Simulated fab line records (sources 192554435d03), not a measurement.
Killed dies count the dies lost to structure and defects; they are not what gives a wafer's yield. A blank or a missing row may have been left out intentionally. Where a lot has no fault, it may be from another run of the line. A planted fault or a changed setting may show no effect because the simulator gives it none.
Matching of chambers	flow n5 finfet	N5_BEOL_M11_PECVD_70 on pecvd-02 has 3 sister chambers
The step deposits SiO2 from TEOS/O2, target thk 20 nm, time 22.7 s. 3 wafers are shown with their chamber, then 7 later ones without.

## WAFERS, EACH WITH ITS CHAMBER
wafer	chamber	throttle valve pct (%)
L083.6	1	22.4
L087.1	0	23.6
L087.4	2	20.4

## WAFERS MISSING THEIR CHAMBER
wafer	throttle valve pct (%)
L087.5	23.5
L090.3	23.4
L090.4	22.0
L090.6	20.4
L097.1	20.6
L097.5	20.7
L097.6	22.1

## THE CHAMBER EACH PASSED THROUGH
wafer	from the rows above	in truth
L087.5	0	0
L090.3	0	0
L090.4	1	1
L090.6	2	2
L097.1	2	2
L097.5	2	2
L097.6	1	1
Correct placement for 7 of the 7. Number that these rows cannot place: 0. 0 placed wrongly.
How it was worked out, from the rows above alone: a wafer's distance from a chamber is the root of the sum, over the readings, of the square of ((its reading less the chamber's mean) divided by the reading's scatter). The wafer belongs to the nearest chamber; if the next one is less than 2 further off, it can't be placed. Each chamber's mean is taken over the wafers shown for it. The scatter (one wafer shown for each chamber): square how far every hidden wafer sits from the nearest shown wafer, average those squares and take the square root.
